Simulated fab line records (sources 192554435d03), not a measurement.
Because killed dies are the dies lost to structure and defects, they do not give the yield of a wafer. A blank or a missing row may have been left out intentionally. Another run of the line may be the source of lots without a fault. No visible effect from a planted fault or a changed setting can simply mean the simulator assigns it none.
fab line records    flow n5Finfet
record lots=6  wafers=18  lastDay=18
route steps=1938 shown SD_EPI_P@295 BEOL_M4@1111 PASSIVATION@1936
lots with no fault: from the same line, run without faults
startH: the number of hours between the record's first day and the start of the first shown wafer of the lot    waitH: how many hours have passed since the lot's step before this one    " repeats the value in the row above    L1.1+2: several wafers, shown together as one row    - no value present, or no start provided    * or withheld: withheld    < > ~ a bound
route shown NAME@n: names a module that has steps shown in the file, with the first one's number in the route    usual: mean/standard deviation of fault-free wafers    same: alike in all rows    chamber/n: place in a boat    sites: each site's reading    _std_site: the values' standard deviation    _edge_site: outer sites' mean less inner sites'    radiusMm: for every site, how far away it sits from the centre of the wafer    mask NAME#n: copy n    behind: the most recent tool/chamber to have shaped the wafer    hold: the reason the lot was held/the length of the hold in hours/how it ended    device: names the non-switching transistor (n, p or np)    end of line: the tests these same wafers got at the end of their route    a step without rows: its recipe alone    killed: dies that structure and defects cost at the first sort, which is not the same as the wafer's yield    map: the dies of a wafer, with x for killed, . for not killed, _ for no die there
set.NAME: setting as actually run; set.NAME@STEP: the setting as run at that earlier step    model.NAME: the simulator's own value behind a step, which no gauge read
lots seen at some steps along the route; tables by step, rows by wafer
services: from which hour (startH, from the record's first day; less than 0 if before it) a tool's chamber was out of use, for how many hours, and why
## steps
# step N5_SD_EPI_P_COAT_34
# recipe resist=SOC  tempC=250  timeS=60  spinRpm=1500  resistThkNm=350
# step N5_SD_EPI_P_COAT_35
# recipe resist=SiARC  tempC=220  timeS=60  spinRpm=1500  resistThkNm=35
# step N5_SD_EPI_P_COAT_03
# recipe resist=CAR-ArF-block  spinRpm=1500  resistThkNm=150
# step N5_SD_EPI_P_EBR_05
# recipe solvent=PGMEA  ebrWidthMm=1.5
# step N5_SD_EPI_P_SOFTBAKE_04
# recipe tempC=110  timeS=60  resist=CAR-ArF-block
# step N5_SD_EPI_P_EXPOSE_06
# recipe maskId=SD_P_BLK  na=1.35  sourceShape=conventional  sigmaOuter=0.8  polarization=unpolarized  targetCdNm=240  doseMj=39.5
# step N5_SD_EPI_P_PEB_07
# recipe pebTempC=110  pebTimeS=60  resist=CAR-ArF-block
# step N5_SD_EPI_P_DEVELOP_08
# recipe developTimeS=30  developer=TMAH  resist=CAR-ArF-block  devTempC=23  rinseLiquid=diw  dry=airSpin
# step N5_SD_EPI_P_CD_MEAS_09
# recipe targetCdNm=240  landingEnergyEv=500  detector=seInlens
# usual cdNm=240.5/0.72
lot.wafer  tool      chamber  startH  waitH  cdNm
L886.3     cdSem-03  0        69.82   -      240.2
L886.5     "         0        "       "      240.2
L886.6     "         0        "       "      239.6
L893.1     cdSem-01  0        109.99  -      240.7
L893.2     "         0        "       "      239.7
L893.6     "         0        "       "      240.5
L896.3     cdSem-03  0        129.85  -      240.8
L896.4     "         0        "       "      240.8
L896.5     "         0        "       "      241.5
L897.1     cdSem-02  0        131.81  -      240.8
L897.2     "         0        "       "      239.4
L897.5     "         0        "       "      240.3
L898.2     cdSem-03  0        141.43  -      241.1
L898.5     "         0        "       "      240.4
L898.6     "         0        "       "      240.6
L906.3     cdSem-03  0        185.70  -      239.2
L906.5     "         0        "       "      240.5
L906.6     "         0        "       "      239.1
# step N5_SD_EPI_P_OVL_MEAS_10
# recipe pointsPerWafer=44
# usual SD_P_BLK_OVL=-0.4/0.67
lot.wafer  tool        chamber  startH  waitH  SD_P_BLK_OVL[nm]
L886.3     overlay-02  0        69.84   0.0    -0.1
L886.5     "           0        "       "      0.7
L886.6     "           0        "       "      0.7
L893.1     overlay-01  0        110.02  0.0    0.0
L893.2     "           0        "       "      -1.0
L893.6     "           0        "       "      0.0
L896.3     overlay-01  0        129.88  0.0    1.0
L896.4     "           0        "       "      0.2
L896.5     "           0        "       "      0.2
L897.1     overlay-01  0        131.85  0.0    1.4
L897.2     "           0        "       "      -0.5
L897.5     "           0        "       "      1.3
L898.2     overlay-02  0        141.46  0.0    0.2
L898.5     "           0        "       "      -1.6
L898.6     "           0        "       "      -0.2
L906.3     overlay-02  0        185.73  0.0    -0.4
L906.5     "           0        "       "      -0.6
L906.6     "           0        "       "      0.1
# step N5_SD_EPI_P_INSPECT_11
# recipe mode=adi  inspectInstrument=macro
# usual rawDefectCount=2.2/1.5
lot.wafer  tool              chamber  startH  waitH  rawDefectCount
L886.3     defectInspect-01  -        69.87   0.0    3
L886.5     "                 -        "       "      0
L886.6     "                 -        "       "      2
L893.1     defectInspect-01  -        110.04  0.0    1
L893.2     "                 -        "       "      3
L893.6     "                 -        "       "      1
L896.3     defectInspect-01  -        129.91  0.0    4
L896.4     "                 -        "       "      0
L896.5     "                 -        "       "      3
L897.1     defectInspect-02  -        131.87  0.0    5
L897.2     "                 -        "       "      2
L897.5     "                 -        "       "      1
L898.2     defectInspect-02  -        141.49  0.0    1
L898.5     "                 -        "       "      3
L898.6     "                 -        "       "      0
L906.3     defectInspect-01  -        185.75  0.0    1
L906.5     "                 -        "       "      1
L906.6     "                 -        "       "      1
# step N5_SD_EPI_P_DESCUM_14
# recipe chemistry=O2  timeS=7.9  sourcePowerW=50  biasPowerW=20  pressureMtorr=20  rfFrequencyHz=2.712e+07  tempC=40  resist=CAR-ArF-block  o2FlowSccm=225
# usual drypumpMotorCurrentA=5.6/0.36  oesProductAu=0.76/0.073  rfVppV=243.6/1.3  showerheadPlenumPTorr=2.11/0.069  throttleValvePct=20.39/0.26
lot.wafer  tool        chamber  startH  waitH  drypumpMotorCurrentA  oesProductAu  rfHoursCounterH  rfVppV  showerheadPlenumPTorr  throttleValvePct
L886.3     rieDiel-06  1        69.90   0.0    6.1                   0.93          17               242.9   2.05                   19.91
L886.5     "           2        "       "      5.9                   0.73          -                245.0   2.08                   20.39
L886.6     "           1        "       "      6.0                   0.94          -                241.3   2.05                   19.92
L893.1     rieDiel-05  1        110.08  0.0    5.8                   0.79          129              243.4   2.18                   20.10
L893.2     "           0        "       "      5.1                   0.70          211              244.9   2.17                   20.71
L893.6     "           1        "       "      5.7                   0.79          -                244.5   2.18                   20.10
L896.3     rieDiel-02  1        130.09  0.2    5.4                   0.74          164              244.0   2.17                   20.65
L896.4     "           2        "       "      6.2                   0.70          -                245.3   2.15                   20.61
L896.5     "           3        "       "      5.5                   0.86          -                244.1   2.13                   20.28
L897.1     rieDiel-05  3        132.02  0.1    5.7                   0.72          214              245.5   2.16                   20.59
L897.2     "           1        "       "      5.8                   0.77          136              243.2   2.17                   20.11
L897.5     "           0        "       "      5.1                   0.70          -                243.5   2.16                   20.70
L898.2     rieDiel-05  3        141.52  0.0    5.7                   0.72          216              244.3   2.16                   20.61
L898.5     "           3        "       "      5.8                   0.71          -                243.4   2.16                   20.62
L898.6     "           0        "       "      5.1                   0.70          -                243.6   2.16                   20.73
L906.3     rieDiel-06  3        185.78  0.0    5.2                   0.68          248              240.5   1.97                   20.88
L906.5     "           1        "       "      6.0                   0.87          -                241.5   2.03                   19.98
L906.6     "           2        "       "      5.9                   0.69          -                244.5   2.06                   20.45
# step N5_SD_EPI_P_ETCH_36
# recipe chemistry=CF4  target=SiARC  targetDepthA=455  maskMaterial=CAR-ArF-block  timeS=75.8  ionEnergyEv=80  pressureMtorr=40  sourceW=545  biasW=36  Ar_flow_sccm=100  cf4FlowSccm=100  ends=cleared
# usual biasW=35.98/0.12  drypumpMotorCurrentA=5.6/0.36  etchRfOnTimeS=74.9/1.1  mfcArSccm=99.98/0.29  oesProductAu=0.66/0.064  rfVppV=184.1/1.1  showerheadPlenumPTorr=2.16/0.06  throttleValvePct=15.63/0.25
lot.wafer  tool        chamber  startH  waitH  biasW  drypumpMotorCurrentA  etchRfOnTimeS  mfcArSccm  oesProductAu  rfHoursCounterH  rfVppV  showerheadPlenumPTorr  throttleValvePct
L886.3     rieDiel-06  1        69.94   0.0    36.00  6.0                   72.6           99.94      0.82          17               183.3   2.11                   15.17
L886.5     "           2        "       "      36.07  5.9                   75.2           99.87      0.63          -                182.8   2.14                   15.70
L886.6     "           1        "       "      36.03  6.0                   72.5           99.44      0.82          -                182.3   2.11                   15.16
L893.1     rieDiel-05  1        110.11  0.0    35.98  5.8                   74.3           100.15     0.69          129              185.2   2.23                   15.33
L893.2     "           0        "       "      35.77  5.1                   75.9           100.40     0.60          211              184.3   2.21                   15.93
L893.6     "           1        "       "      36.00  5.8                   73.2           100.21     0.69          -                185.6   2.23                   15.32
L896.3     rieDiel-02  1        130.12  0.0    35.89  5.4                   76.1           99.21      0.64          164              184.1   2.22                   15.86
L896.4     "           2        "       "      35.95  6.1                   75.0           99.87      0.60          -                184.4   2.20                   15.86
L896.5     "           3        "       "      36.03  5.6                   75.3           99.72      0.75          -                184.5   2.18                   15.45
L897.1     rieDiel-05  3        132.05  0.0    35.98  5.7                   75.4           100.05     0.62          214              183.8   2.21                   15.79
L897.2     "           1        "       "      35.95  5.8                   75.0           99.92      0.68          136              184.2   2.22                   15.35
L897.5     "           0        "       "      34.68  5.1                   77.2           99.78      0.59          -                180.0   2.21                   15.94
L898.2     rieDiel-05  3        141.55  0.0    35.94  5.7                   75.2           100.06     0.62          216              185.8   2.21                   15.78
L898.5     "           3        "       "      36.00  5.8                   75.2           100.28     0.62          -                185.0   2.21                   15.76
L898.6     "           0        "       "      34.48  5.1                   76.8           99.88      0.58          -                181.4   2.21                   15.94
L906.3     rieDiel-06  3        185.82  0.0    35.70  5.2                   77.8           100.06     0.58          248              183.6   2.03                   16.15
L906.5     "           1        "       "      36.02  6.0                   73.1           99.57      0.76          -                181.7   2.09                   15.24
L906.6     "           2        "       "      35.89  5.9                   76.6           99.72      0.60          -                184.2   2.12                   15.78
# step N5_SD_EPI_P_ETCH_37
# recipe chemistry=N2/H2  target=SOC  overetchA=1080  maskMaterial=SiARC  tempC=40  ionEnergyEv=100  sourceW=3000  biasW=133  pressureMtorr=20  timeS=486  n2FlowSccm=200  h2FlowSccm=200  ends=endPoint
# usual biasW=133.0/0.41  drypumpMotorCurrentA=5.6/0.37  oesProductAu=0.68/0.062  rfVppV=241.0/1.3  showerheadPlenumPTorr=2.55/0.085  throttleValvePct=23.7/0.34
lot.wafer  tool        chamber  startH  waitH  biasW  drypumpMotorCurrentA  oesProductAu  rfHoursCounterH  rfVppV  showerheadPlenumPTorr  throttleValvePct
L886.3     rieDiel-06  1        69.99   0.0    133.9  6.0                   0.84          17               239.5   2.47                   22.9
L886.5     "           2        "       "      133.0  5.9                   0.65          -                241.4   2.53                   23.7
L886.6     "           1        "       "      133.4  6.0                   0.83          -                239.8   2.47                   22.9
L893.1     rieDiel-05  1        110.17  0.0    131.7  5.7                   0.70          129              241.9   2.66                   23.7
L893.2     "           0        "       "      133.0  5.1                   0.62          212              241.8   2.63                   24.2
L893.6     "           1        "       "      132.5  5.7                   0.71          -                243.3   2.66                   23.7
L896.3     rieDiel-02  1        130.18  0.0    133.2  5.4                   0.68          164              241.2   2.64                   24.3
L896.4     "           2        "       "      133.9  6.2                   0.63          -                241.2   2.60                   23.9
L896.5     "           3        "       "      133.9  5.5                   0.77          -                242.7   2.57                   23.6
L897.1     rieDiel-05  3        132.11  0.0    132.9  5.8                   0.64          214              242.2   2.60                   23.8
L897.2     "           1        "       "      133.0  5.8                   0.69          137              243.5   2.66                   23.7
L897.5     "           0        "       "      132.6  5.1                   0.62          -                241.9   2.62                   24.2
L898.2     rieDiel-05  3        141.61  0.0    132.7  5.7                   0.64          216              242.2   2.60                   23.8
L898.5     "           3        "       "      133.0  5.7                   0.64          -                242.0   2.60                   23.8
L898.6     "           0        "       "      132.9  5.1                   0.63          -                239.4   2.62                   24.1
L906.3     rieDiel-06  3        185.87  0.0    132.4  5.2                   0.61          248              240.4   2.39                   24.1
L906.5     "           1        "       "      133.4  6.0                   0.77          -                241.0   2.45                   23.0
L906.6     "           2        "       "      132.5  5.9                   0.63          -                241.3   2.51                   23.7
# step N5_BEOL_M4_RC_MEAS_101
# usual DIBL_N=36.4/1.6  DIBL_P=35.9/2  IOFF_N=0.152/0.03  IOFF_P=0.20/0.032  ION_N=670/12  ION_P=459/7.3  SS_N=71.6/0.55  SS_P=73.2/0.69  VT_N=251/3.5  VT_P=-252/3.2
lot.wafer  tool       chamber  startH  waitH  DIBL_N[mV/V]  DIBL_P[mV/V]  IOFF_N[nA/um]  IOFF_P[nA/um]  ION_N[uA/um]  ION_P[uA/um]  SS_N[mV/dec]  SS_P[mV/dec]  VT_N[mV]  VT_P[mV]
L886.3     prober-02  0        173.61  0.3    35.7          33.3          0.134          0.18           670           456           70.8          72.0          252       -249
L886.5     "          0        "       "      39.9          37.9          0.225          0.25           694           467           72.3          73.2          243       -247
L886.6     "          0        "       "      39.4          38.4          0.197          0.26           687           469           71.3          74.3          246       -248
L893.1     prober-01  0        227.76  0.1    39.3          40.3          0.215          0.24           681           455           72.5          74.0          250       -250
L893.2     "          0        "       "      35.4          36.4          0.133          0.17           656           448           71.8          73.3          256       -257
L893.6     "          0        "       "      39.1          40.8          0.215          0.25           690           472           72.1          75.2          248       -251
L897.1     prober-01  0        241.53  0.0    35.8          35.2          0.130          0.18           666           453           71.1          73.6          253       -253
L897.2     "          0        "       "      36.2          35.3          0.146          0.19           666           458           72.4          73.7          251       -251
L897.5     "          0        "       "      35.9          35.9          0.143          0.19           677           466           71.9          73.7          251       -251
L896.3     prober-02  0        250.04  0.3    35.4          33.6          0.131          0.17           672           457           71.5          72.7          256       -251
L896.4     "          0        "       "      36.2          35.5          0.154          0.20           672           459           71.4          72.9          252       -249
L896.5     "          0        "       "      36.1          35.2          0.146          0.20           671           457           71.4          73.0          253       -249
L898.2     prober-02  0        260.97  0.2    37.0          35.6          0.158          0.20           667           456           71.8          73.9          251       -250
L898.5     "          0        "       "      37.5          37.0          0.166          0.20           669           455           71.8          73.8          250       -253
L898.6     "          0        "       "      37.6          38.6          0.181          0.24           680           469           72.8          73.8          248       -249
L906.3     prober-02  0        311.52  0.3    32.7          32.0          0.103          0.15           653           450           71.2          72.4          256       -254
L906.5     "          0        "       "      35.6          36.6          0.139          0.21           667           466           71.7          73.5          252       -249
L906.6     "          0        "       "      33.4          33.1          0.110          0.17           650           451           71.8          72.8          261       -255
# step N5_PASSIVATION_PROBE_49
# usual defectLimitedYield=91.7/1.2  killed_at_M0_to_M3=33/9.5  killed_at_M4_up=13/4.9  killedAtContacts=13/6.6  killedAtFrontEnd=36/11  killedAtOther=3.0/2.6  killedDies=97/14  killedOpen=65/11  killedShort=31/6.6  sort_bin_5_function=4.8/0.82  sort_bin_6_memory=3.1/0.58  sort_bin_8_speed=0.00/0.02  sortNPass=1083/14  sortYieldPct=91.7/1.2
# same grossDies=1180  killedAtBackSide=0  sort_bin_4_leakage[%]=0
lot.wafer  tool       chamber  startH  waitH  defectLimitedYield[%]  killed_at_M0_to_M3  killed_at_M4_up  killedAtContacts  killedAtFrontEnd  killedAtOther  killedDies  killedOpen  killedShort  sort_bin_5_function[%]  sort_bin_6_memory[%]  sort_bin_8_speed[%]  sortNPass  sortYieldPct[%]
L886.3     prober-01  -        279.74  0.1    91.9                   45                  14               11                23                3              96          53          41           5.3                     2.6                   0                    1084       91.9
L886.5     prober-01  -        279.84  0.2    90.8                   51                  5                8                 41                3              108         64          40           4.8                     3.9                   0                    1072       90.8
L886.6     prober-01  -        279.89  0.3    89.9                   45                  23               9                 37                5              119         86          30           6.4                     3.5                   0                    1061       89.9
L893.1     prober-02  -        337.06  0.0    92.5                   11                  15               26                35                2              89          59          30           4.8                     2.4                   0                    1091       92.5
L893.2     prober-02  -        337.11  0.1    94.6                   12                  11               11                30                0              64          48          11           3.1                     1.9                   0                    1116       94.6
L893.6     prober-02  -        337.31  0.3    93.3                   20                  15               15                27                2              79          54          25           3.8                     2.6                   0                    1101       93.3
L897.1     prober-02  -        345.11  0.0    93.2                   30                  7                10                28                5              80          61          17           3.6                     2.9                   0                    1100       93.2
L897.2     prober-02  -        345.16  0.1    91.3                   34                  10               28                27                4              103         68          33           5.5                     3.1                   0                    1077       91.3
L897.5     prober-02  -        345.31  0.2    93.0                   24                  10               6                 41                2              83          64          18           3.8                     3.0                   0                    1097       93.0
L896.3     prober-02  -        349.48  0.1    91.9                   27                  9                2                 54                4              96          65          31           4.6                     3.2                   0                    1084       91.9
L896.4     prober-02  -        349.53  0.2    88.7                   35                  19               15                63                1              133         95          34           6.2                     4.7                   0                    1047       88.7
L896.5     prober-02  -        349.58  0.2    89.5                   29                  28               13                53                1              124         87          35           6.4                     3.6                   0                    1056       89.5
L898.2     prober-01  -        361.76  0.1    90.7                   41                  10               8                 47                4              110         63          46           5.8                     3.3                   0                    1070       90.7
L898.5     prober-01  -        361.91  0.2    90.3                   64                  9                11                27                4              115         67          47           5.5                     3.7                   0.08                 1065       90.3
L898.6     prober-01  -        361.96  0.3    92.1                   25                  5                14                42                7              93          52          40           4.0                     3.4                   0                    1087       92.1
L906.3     prober-02  -        424.10  0.1    93.1                   29                  11               13                27                1              81          54          27           4.2                     2.4                   0                    1099       93.1
L906.5     prober-02  -        424.20  0.2    91.4                   35                  14               9                 43                1              102         74          28           5.5                     2.8                   0                    1078       91.4
L906.6     prober-02  -        424.25  0.3    92.5                   18                  16               21                30                3              88          65          23           4.2                     3.0                   0                    1092       92.5
# killed by level:class
L886.3 BEOL_M0_SAQP:geometricParticle:short=11 BEOL_M0_SAQP:geometricParticle:open=11 BEOL_M2:geometricParticle:open=11 MOL_CONTACT_COAG:geometricParticle:open=9 STARTING-WAFER:geometricParticle:short=5 STI_FIN_REVEAL:geometricParticle:open=4 GATE_CUT:geometricParticle:short=4 BEOL_M0:geometricParticle:short=4
L886.5 BEOL_M0_SAQP:geometricParticle:short=15 BEOL_M3:geometricParticle:open=11 BEOL_M0_SAQP:geometricParticle:open=10 FIN_SAQP:geometricParticle:open=9 GATE_CUT:geometricParticle:short=8 DUMMY_GATE:geometricParticle:open=7 MOL_CONTACT_COAG:geometricParticle:open=7 FIN_SAQP:geometricParticle:short=4
L886.6 BEOL_M3:geometricParticle:open=14 BEOL_M4:geometricParticle:open=12 BEOL_M0_SAQP:geometricParticle:open=11 STI_FIN_REVEAL:geometricParticle:open=10 FIN_SAQP:geometricParticle:open=8 MOL_CONTACT_COAG:geometricParticle:open=8 BEOL_M0_SAQP:geometricParticle:short=7 BEOL_M1:geometricParticle:open=6
L893.1 MOL_CONTACT_COAG:geometricParticle:open=22 FIN_SAQP:geometricParticle:open=9 GATE_CUT:geometricParticle:short=6 BEOL_M4:geometricParticle:open=6 FIN_SAQP:geometricParticle:short=4 DUMMY_GATE:geometricParticle:open=4 MOL_CONTACT_COAG:geometricParticle:short=4 STI_FIN_REVEAL:geometricParticle:open=3
L893.2 MOL_CONTACT_COAG:geometricParticle:open=10 FIN_SAQP:geometricParticle:open=8 BEOL_M4:geometricParticle:open=6 STARTING-WAFER:geometricParticle:open=4 HKMG_FIN:areaEtch=4 BEOL_M0_SAQP:geometricParticle:short=3 BEOL_M0:geometricParticle:open=3 BEOL_M2:geometricParticle:open=3
L893.6 BEOL_M4:geometricParticle:open=12 MOL_CONTACT_COAG:geometricParticle:open=11 BEOL_M1:geometricParticle:open=6 FIN_SAQP:geometricParticle:open=4 DUMMY_GATE:geometricParticle:short=4 DUMMY_GATE:geometricParticle:open=4 MOL_CONTACT_COAG:geometricParticle:short=4 BEOL_M0_SAQP:geometricParticle:short=4
L897.1 STI_FIN_REVEAL:geometricParticle:open=12 MOL_CONTACT_COAG:geometricParticle:open=10 BEOL_M0_SAQP:geometricParticle:open=7 BEOL_M2:geometricParticle:open=7 BEOL_M0_SAQP:geometricParticle:short=5 BEOL_M1:geometricParticle:open=5 BEOL_M0:geometricParticle:open=4 GATE_CUT:geometricParticle:short=3
L897.2 MOL_CONTACT_COAG:geometricParticle:open=21 BEOL_M0_SAQP:geometricParticle:open=13 STI_FIN_REVEAL:geometricParticle:open=10 BEOL_M0_SAQP:geometricParticle:short=8 MOL_CONTACT_COAG:geometricParticle:short=7 FIN_SAQP:geometricParticle:short=4 BEOL_M2:geometricParticle:open=4 PASS1_CAP:geometricParticle:short=4
L897.5 STI_FIN_REVEAL:geometricParticle:open=22 BEOL_M4:geometricParticle:open=6 BEOL_M0_SAQP:geometricParticle:open=6 BEOL_M2:geometricParticle:open=6 BEOL_M3:geometricParticle:open=5 MOL_CONTACT_COAG:geometricParticle:open=5 FIN_SAQP:geometricParticle:short=4 STI_FIN_REVEAL:geometricParticle:short=3
L896.3 FIN_SAQP:geometricParticle:open=15 GATE_CUT:geometricParticle:short=11 BEOL_M2:geometricParticle:open=9 GATE_CUT:geometricParticle:open=7 FIN_SAQP:geometricParticle:short=6 BEOL_M0_SAQP:geometricParticle:open=6 BEOL_M4:geometricParticle:open=5 ILD0:geometricParticle:short=4
L896.4 FIN_SAQP:geometricParticle:open=24 BEOL_M2:geometricParticle:open=17 FIN_SAQP:geometricParticle:short=16 DUMMY_GATE:geometricParticle:open=11 BEOL_M4:geometricParticle:open=11 MOL_CONTACT_COAG:geometricParticle:open=11 GATE_CUT:geometricParticle:open=4 MOL_CONTACT_COAG:geometricParticle:short=4
L896.5 BEOL_M4:geometricParticle:open=18 FIN_SAQP:geometricParticle:short=15 FIN_SAQP:geometricParticle:open=14 BEOL_M2:geometricParticle:open=12 MOL_CONTACT_COAG:geometricParticle:open=9 BEOL_M3:geometricParticle:open=6 BEOL_M1:geometricParticle:open=5 STI_FIN_REVEAL:geometricParticle:open=4
L898.2 FIN_SAQP:geometricParticle:short=16 DUMMY_GATE:geometricParticle:open=12 BEOL_M0_SAQP:geometricParticle:open=11 BEOL_M1:geometricParticle:open=7 MOL_CONTACT_COAG:geometricParticle:open=5 BEOL_M3:geometricParticle:open=5 STARTING-WAFER:geometricParticle:open=5 GATE_CUT:geometricParticle:short=4
L898.5 BEOL_M0_SAQP:geometricParticle:short=15 BEOL_M1:geometricParticle:open=13 FIN_SAQP:geometricParticle:short=9 BEOL_M3:geometricParticle:open=9 MOL_CONTACT_COAG:geometricParticle:open=8 BEOL_M0_SAQP:geometricParticle:open=7 BEOL_M2:geometricParticle:open=7 BEOL_M4:geometricParticle:open=5
L898.6 MOL_CONTACT_COAG:geometricParticle:open=14 FIN_SAQP:geometricParticle:short=12 DUMMY_GATE:geometricParticle:open=9 BEOL_M0_SAQP:geometricParticle:short=7 BEOL_M2:geometricParticle:open=7 BEOL_M0_SAQP:geometricParticle:open=5 FIN_SAQP:geometricParticle:open=4 DUMMY_GATE:geometricParticle:short=4
L906.3 BEOL_M0_SAQP:geometricParticle:open=13 MOL_CONTACT_COAG:geometricParticle:open=10 BEOL_M0_SAQP:geometricParticle:short=8 STI_FIN_REVEAL:geometricParticle:open=7 FIN_SAQP:geometricParticle:short=5 BEOL_M5:geometricParticle:open=4 DUMMY_GATE:geometricParticle:open=4 GATE_CUT:geometricParticle:short=4
L906.5 BEOL_M3:geometricParticle:open=11 FIN_SAQP:geometricParticle:short=8 FIN_SAQP:geometricParticle:open=8 STI_FIN_REVEAL:geometricParticle:open=8 ILD0:geometricParticle:open=7 MOL_CONTACT_COAG:geometricParticle:open=6 DUMMY_GATE:geometricParticle:open=5 BEOL_M1:geometricParticle:open=5
L906.6 MOL_CONTACT_COAG:geometricParticle:open=17 STI_FIN_REVEAL:geometricParticle:open=7 BEOL_M0:geometricParticle:open=6 BEOL_M4:geometricParticle:open=6 DUMMY_GATE:geometricParticle:open=5 MOL_CONTACT_COAG:geometricParticle:short=4 BEOL_M0_SAQP:geometricParticle:short=4 BEOL_M4:geometricParticle:short=3
## services
tool        chamber  startH  hours  kind
rieDiel-06  3        47.88   80.0   repair
rieDiel-05  -        57.51   2.8    pm
rieDiel-05  2        66.22   4.1    repair
rieDiel-05  3        69.08   10.3   repair
rieDiel-02  2        73.77   20.4   repair
rieDiel-06  0        86.29   11.1   repair
rieDiel-02  -        100.63  0.2    repair
rieDiel-06  1        112.38  4.0    repair
rieDiel-02  0        128.44  -      clean
rieDiel-02  0        128.44  -      consumableReplace:focusRing
rieDiel-02  3        148.52  2.5    repair
rieDiel-06  3        155.86  4.0    repair
rieDiel-02  2        174.82  -      clean
rieDiel-02  2        174.82  -      consumableReplace:focusRing
rieDiel-02  2        174.82  23.5   scheduledDown
rieDiel-02  2        174.82  23.5   ventCycle
## key
firstSign step=N5_SD_EPI_P_ETCH_36  reading=biasW  direction=down  sigmas=12  usual=*  struck=*
effect step=N5_SD_EPI_P_ETCH_36  reading=rfVppV  direction=down  sigmas=3.1  usual=184.1  struck=180.7
metAt N5_SD_EPI_P_ETCH_36
struckWafers L897.5,L898.6
onsetBetween 110.11 132.05
fault kind=processParameterDrift  tool=rieDiel-05  chamber=0  onsetH=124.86  steps=N5_SD_EPI_P_ETCH_36  channel=biasW  offset=*  shape=step  endH=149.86  actsIn=*  stated=*
